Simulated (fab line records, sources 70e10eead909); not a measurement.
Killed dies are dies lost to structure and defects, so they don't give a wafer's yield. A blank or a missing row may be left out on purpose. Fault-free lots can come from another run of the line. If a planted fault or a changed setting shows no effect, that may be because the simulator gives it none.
Check for tools in common    flow nand-harc    9 wafers sampled across 3 lots

THE REASON FOR OPENING IT
On 1 of the 3 lots, a flag is raised at NHARC_END_SORT_01 on the reading killed-at-other. Fault-free wafers read 0.8, with a standard deviation of 1.2.
Rule: a lot is flagged when every wafer of it that has a number lies more than 4 standard deviations from that mean, or none has a number. The other lots count as sound.

lot   measured      on         killed-at-other, wafer by wafer  flag
L172  day 24 04:58  prober-02  2 0 0                            
L180  day 28 12:29  prober-02  67 80 39                         FLAGGED
L185  day 30 12:04  prober-02  0 0 0                            
Average over the flagged lots: 62.0; offset from the usual +61.2, equal to +51 standard deviations.

EACH LOT AND THE TOOL IT RAN ON
The record holds 1 process step before the reading, out of a route of 1302 steps. In each cell: the tool, then ch and the chambers that the sampled wafers went through, then the start.
lot   flag     NHARC_THIN_TSV_ETCH_15
L172           rie-si-02 ch 0,1,3, day 23 13:08
L180  FLAGGED  rie-si-01 ch 0,1,2, day 27 13:33
L185           rie-si-01 ch 0,2,3, day 29 22:45
These steps, and what they do:
- NHARC_THIN_TSV_ETCH_15: target depth 3000 nm, bosch target overetch cycles 2, bosch etch step 2.8 s.
- NHARC_END_SORT_01

FLAGGED AGAINST TOTAL, ONE TOOL AT A TIME (gauges that did the reading follow at the end)
step                    tool       lots run  flagged  share of the flagged lots  sound lots run after its first flagged lot
NHARC_THIN_TSV_ETCH_15  rie-si-01  2         1        all                        1 (L185)
NHARC_THIN_TSV_ETCH_15  rie-si-02  1         0        none                       -
NHARC_END_SORT_01       prober-02  3         1        all                        1 (L185)

THE TABLE: WHAT IT ALLOWS
In 2 table rows, all flagged lots were run: rie-si-01 (NHARC_THIN_TSV_ETCH_15), prober-02 (NHARC_END_SORT_01).
- rie-si-01 at NHARC_THIN_TSV_ETCH_15: 1 of its 2 lots flagged. Sound lots followed the first flagged one (L185) on it, something a lasting fault affecting the whole tool could not allow.
- prober-02 at NHARC_END_SORT_01: 1 of its 3 lots flagged. Sound lots followed the first flagged one (L185) on it, something a lasting fault affecting the whole tool could not allow.
Not one row of the table ran every flagged lot while running no sound lot after the first.

WHAT THE SIMULATOR HAD INSERTED
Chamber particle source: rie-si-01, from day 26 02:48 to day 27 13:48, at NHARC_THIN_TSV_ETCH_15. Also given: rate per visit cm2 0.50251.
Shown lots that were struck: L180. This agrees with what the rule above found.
